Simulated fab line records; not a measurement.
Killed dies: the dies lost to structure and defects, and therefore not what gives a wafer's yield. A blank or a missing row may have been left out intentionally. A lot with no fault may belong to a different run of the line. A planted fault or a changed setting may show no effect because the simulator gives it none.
Matching of chambers | flow nand_harc | rie_diel-02 running NHARC_A_CHANNEL_HOLE_D1_ETCH_44: 4 sister chambers
The step etches the open film in CF4/O2, target depth 140 nm, overetch 14 nm, time 77 s. 4 wafers are shown with their chamber, then 9 later ones without.

== WAFERS, EACH WITH ITS CHAMBER ==
wafer  | chamber | showerhead_plenum_p_Torr (Torr)
L086.5 | 1       | 1.39
L088.2 | 2       | 1.39
L088.3 | 0       | 1.34
L088.6 | 3       | 1.31

== WAFERS WHOSE CHAMBER IS MISSING ==
wafer  | showerhead_plenum_p_Torr (Torr)
L089.1 | 1.39
L089.4 | 1.39
L089.6 | 1.39
L094.1 | 1.34
L094.2 | 1.30
L094.5 | 1.30
L097.3 | 1.34
L097.4 | 1.39
L097.6 | 1.39

== EACH ONE'S CHAMBER ==
wafer  | from the rows above     | in truth
L089.1 | can't be placed: 1 or 2 | 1
L089.4 | can't be placed: 1 or 2 | 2
L089.6 | can't be placed: 1 or 2 | 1
L094.1 | 0                       | 0
L094.2 | 3                       | 3
L094.5 | 3                       | 3
L097.3 | 0                       | 0
L097.4 | can't be placed: 1 or 2 | 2
L097.6 | can't be placed: 1 or 2 | 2
4 of 9 placed correctly. Cannot be placed on the basis of these rows: 5; the candidates contain the true chamber in 5. 0 placed wrongly.
How it was worked out, from the rows above alone: a wafer's distance from a chamber is the root of the sum, over the readings, of the square of ((its reading less the chamber's mean) divided by the reading's scatter). If the next closest chamber is less than 2 further off than the closest, the wafer can't be placed; otherwise it belongs to the closest. The mean given for a chamber averages the wafers shown for that chamber. The scatter (one wafer shown for each chamber): square how far every hidden wafer sits from the nearest shown wafer, average those squares and take the square root.
